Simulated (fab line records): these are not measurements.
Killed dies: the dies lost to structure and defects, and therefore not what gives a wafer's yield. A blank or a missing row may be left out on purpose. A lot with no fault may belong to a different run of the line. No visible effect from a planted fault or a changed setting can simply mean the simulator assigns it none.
Problem report, 8D (eight disciplines) form, completed by code	flow nandHarc	the parts of the form that need people (team, actions taken, sign-off) are left out

== 1. THE PROBLEM ==
A mean of 1131 is read at NHARC_A_CHANNEL_FILL_D1_INSPECT_13 for rawDefectCount, taken on 1 wafer of 1 lot, against 344 (standard deviation 160) on wafers free of any fault. That is +4.9 standard deviations from the usual mean.
Earliest sighting: wafer L374.1 on defectInspect-02 at day 12 18:01. The record has a number at this step for 37 wafers belonging to 13 lots. The rule behind "out" and "out of limits": a value lying over 4 standard deviations away from the usual mean. All remaining wafers that have a number are taken as sound.

== 2. WHAT IT IS, WHAT IT ISN'T ==
question	is	is not
which readings at this step	rawDefectCount	-
which lots	L374	L366, L367, L368, L379, L380, L381, L384, L385, L386, L387, L388, L389
which wafers of those lots	all that have a number	-
read on which gauges	defectInspect-02	defectInspect-01
when	from day 12 18:01	up to then (9 sound wafers); but 27 sound wafers of L379, L380, L381, L384, L385, L386, L387, L388, L389 came after

== 3. SUSPECTS, AND WHAT RULES EACH OUT ==
Counting: a tool at a process step up to the reading stays a suspect if it ran every lot that is out and no sound lot after the first of them.
- the gauge at NHARC_A_CHANNEL_FILL_D1_INSPECT_13 has been ruled out. All the wafers that are out were read on defectInspect-02, but those of them that NHARC_END_SORT_01 has rows for are out there too, on other tools.
- aldHk-04 at NHARC_A_CHANNEL_FILL_D1_ALD_14 (deposits SiO2, target thk 2.5 nm, pulse time 10 s, ald cycles 25): ruled out as a lasting fault. Sound lots L381, L379 ran on it after its first lot that is out, L374 (day 11 00:41).
- rieDiel-13 at NHARC_A_CHANNEL_FILL_D1_ETCHBACK_20 (etches the open film in C4F8/O2/Ar, target depth 27 nm, time 13.5 s): ruled out as a lasting fault. Sound lots L380, L385, L387, L389 ran on it after its first lot that is out, L374 (day 11 18:26).
- aldHk-04 at NHARC_A_CHANNEL_FILL_D1_ALD_25 (deposits SiOx, target thk 60 nm, pulse time 10 s, ald cycles 600): ruled out as a lasting fault. Sound lots L384, L386 ran on it after its first lot that is out, L374 (day 12 06:38).
- cmp-04 at NHARC_A_CHANNEL_FILL_D1_CMP_10 (polishes, target thk 150 nm): ruled out as a lasting fault. Sound lots L384 ran on it after its first lot that is out, L374 (day 12 17:25).
Left after counting: nothing in the record.

== 4. THE CAUSE (what the simulator had put in) ==
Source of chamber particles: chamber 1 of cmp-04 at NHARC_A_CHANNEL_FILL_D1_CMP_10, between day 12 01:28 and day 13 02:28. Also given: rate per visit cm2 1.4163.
The count ruled it out by mistake, since the rule takes a fault to strike every lot its tool runs from the start of the fault on, and this one did not do so.

== 5. THE EFFECT CHAIN, in route order ==
Each row: a reading whose mean over the struck wafers that have a number lies more than 3 standard deviations from the usual. Only readings for which the record gives a usual standard deviation are gone through. hours: the time from each lot's start at the first step in this table that gives one to its start at this step, as a median over the lots. sigmas: the change in usual standard deviations.
hours	step	reading	usual	on struck wafers	change	sigmas
0	NHARC_A_CHANNEL_FILL_D1_INSPECT_13	rawDefectCount	344	1131	+787	+4.9
216	NHARC_END_SORT_01	killedAtArray	28	514	+486	+44
216	NHARC_END_SORT_01	killedDies	32	516	+484	+40

== 6. WHAT WOULD HAVE CAUGHT IT SOONER ==
The first out-of-limits reading at a measuring or inspecting step in this record came at day 12 18:01, 17 hours after the fault's start at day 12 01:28.
No tool reading at NHARC_A_CHANNEL_FILL_D1_CMP_10 that has a usual standard deviation in the record was out on any struck wafer, so an alarm limit of 4 standard deviations on those readings would not have fired.
